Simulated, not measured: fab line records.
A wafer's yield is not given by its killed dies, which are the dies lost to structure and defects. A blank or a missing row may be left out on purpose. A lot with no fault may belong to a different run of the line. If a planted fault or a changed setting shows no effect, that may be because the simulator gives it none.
Problem report in the 8D (eight disciplines) form, filled by code -- flow n5_finfet -- the parts of the form that need people (team, actions taken, sign-off) are left out

## 1. THE PROBLEM
At N5_HKMG_FIN_CD_MEAS_12, cd_nm averages 84.4 nm over 6 wafers from 2 lots, while fault-free wafers read 92.7 nm, standard deviation 0.66. Measured from the usual mean, that is -13 standard deviations.
The step: target cd 92.8 nm.
The first sign was on wafer L781.1 at day 5 01:46, on cd_sem-03. The record has a number at this step for 33 wafers belonging to 12 lots. Rule for "out", or "out of limits": more than 4 standard deviations from the usual mean. The rest of the wafers with a number are treated as sound.

## 2. WHAT IT IS, AND WHAT IT ISN'T
question,is,is not
which readings at this step,cd_nm,-
which lots,"L781, L782","L778, L780, L793, L794, L795, L797, L798, L799, L800, L801"
which wafers of those lots,all that have a number,-
read on which gauges,"cd_sem-01, cd_sem-03",cd_sem-02
when,from day 5 01:46,"up to then (5 sound wafers); but 22 sound wafers of L793, L794, L795, L797, L798, L799, L800, L801 came after"

## 3. THE SUSPECTS, EACH WITH WHAT RULES IT OUT
Counting: any tool at a process step up to the reading is kept as a suspect provided that every lot that is out went through it and no sound lot did after the first of them.
- the gauge at N5_HKMG_FIN_CD_MEAS_12 has been ruled out. 2 gauges (cd_sem-01, cd_sem-03) read the wafers that are out.
- litho_track-01 at N5_HKMG_FIN_PEB_10 (peb time 60 s): ruled out as a lasting fault. Following L781 (day 5 01:41), the first lot on it that is out, the sound lots L795, L797, L798, L800, L801 were run on it.
Left after counting: nothing in the record.

## 4. THE CAUSE (what the simulator had put in)
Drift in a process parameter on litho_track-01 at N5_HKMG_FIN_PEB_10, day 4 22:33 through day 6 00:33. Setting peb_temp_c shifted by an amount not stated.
The count ruled it out by mistake, since the rule takes a fault to strike every lot its tool runs from the start of the fault on, and this one did not do so.

## 5. SEQUENCE OF EFFECTS, ordered by route
Each row: a reading whose mean over the struck wafers that have a number lies more than 3 standard deviations from the usual. Readings are gone through only where the record gives a usual standard deviation; hours: the median, over the lots, of the time from a lot's start at the first step in this table giving one to that lot's start at this step; sigmas: the change measured in usual standard deviations.
hours,step,reading,usual,on struck wafers,change,sigmas
0,N5_HKMG_FIN_CD_MEAS_12,cd_nm,92.7 nm,84.4,-8.3,-13

## 6. WHAT WOULD HAVE CAUGHT IT SOONER
In this record the first reading out of limits at a measuring or inspecting step was taken at day 5 01:46, 3 hours after the fault began at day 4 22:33.
Tool readings at N5_HKMG_FIN_PEB_10 with a usual standard deviation given in the record: none out on any struck wafer, hence no alarm at a limit of 4 standard deviations on them.
